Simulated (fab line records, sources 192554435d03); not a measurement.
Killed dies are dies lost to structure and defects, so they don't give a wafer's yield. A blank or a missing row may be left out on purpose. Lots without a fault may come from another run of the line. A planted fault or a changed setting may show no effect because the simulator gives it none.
Which tool did it? | flow n5_finfet | 10 lots, 29 wafers sampled, at 2 steps of a route of 1938

WHAT THE GAUGES READ, wafer by wafer
N5_SD_ACTIVATION_RS_MEAS_03: measures by four-point-probe.
lot  | measured    | on            | RS_SD_N (ohm/sq)
L435 | day 3 09:55 | film_metro-02 | 22.3 22.4 22.1
L439 | day 4 09:08 | film_metro-02 | 22.4 22.3 22.3
L440 | day 4 15:32 | film_metro-01 | 21.7 21.5 21.9
L441 | day 4 22:29 | film_metro-02 | 21.9 21.9 21.5
L443 | day 5 09:32 | film_metro-02 | 21.8 22.0 22.0
L449 | day 6 21:58 | film_metro-01 | 25.8 25.7 25.9
L451 | day 7 09:42 | film_metro-01 | 25.5 25.8 25.7
L453 | day 7 21:55 | film_metro-02 | 21.8 21.7 22.0
L455 | day 8 09:42 | film_metro-01 | 22.2 22.4
L457 | day 9 01:10 | film_metro-01 | 21.8 22.1 22.3

WHICH TOOL RAN EACH LOT (tool, then ch and the chambers of the sampled wafers, then the start)
lot  | N5_SD_ACTIVATION_LSA_01
L435 | laser_anneal-02 ch 0, day 3 09:44
L439 | laser_anneal-01 ch 0, day 4 08:56
L440 | laser_anneal-02 ch 0, day 4 15:20
L441 | laser_anneal-01 ch 0, day 4 22:17
L443 | laser_anneal-01 ch 0, day 5 09:20
L449 | laser_anneal-01 ch 0, day 6 21:46
L451 | laser_anneal-01 ch 0, day 7 09:29
L453 | laser_anneal-02 ch 0, day 7 21:43
L455 | laser_anneal-02 ch 0, day 8 09:29
L457 | laser_anneal-02 ch 0, day 9 00:58
- N5_SD_ACTIVATION_LSA_01: time 0.0008 s.

THE ANSWER, worked out from the rows above alone
Rule: what is usual is taken from the lots themselves. Put in order of their means at a reading, lots are off if they are a third of the lots or fewer, leave a main group of 4 or more, and stand apart from it by a gap of 3 or more times the standard deviation of the main group's means; of several such gaps the widest counts. A main group whose means are all the same, to the digits that the tables above print for the reading, isn't used. A lot without any number at a reading at which 4 lots or more have one is off too. The other lots that the step has rows for count as sound.
Off: L449, L451, at N5_SD_ACTIVATION_RS_MEAS_03 (RS_SD_N). The main group: mean 22.0 ohm/sq, standard deviation 0.24.
A tool fits if, at a process step before that reading, it ran every lot that is off, and no sound lot after the first of them. The gauges at N5_SD_ACTIVATION_RS_MEAS_03 are tried like those tools. One fits: laser_anneal-01 at N5_SD_ACTIVATION_LSA_01. Its last sound lot is L443 (day 5 09:20), its first lot that is off L449 (day 6 21:46): a fault that began between those two fits.

WHAT THE SIMULATOR HAD PUT IN
Process parameter drift: laser_anneal-01, from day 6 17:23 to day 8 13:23, at N5_SD_ACTIVATION_LSA_01. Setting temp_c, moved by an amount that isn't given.
Lots struck among those shown: L449, L451. The rule above found the same.
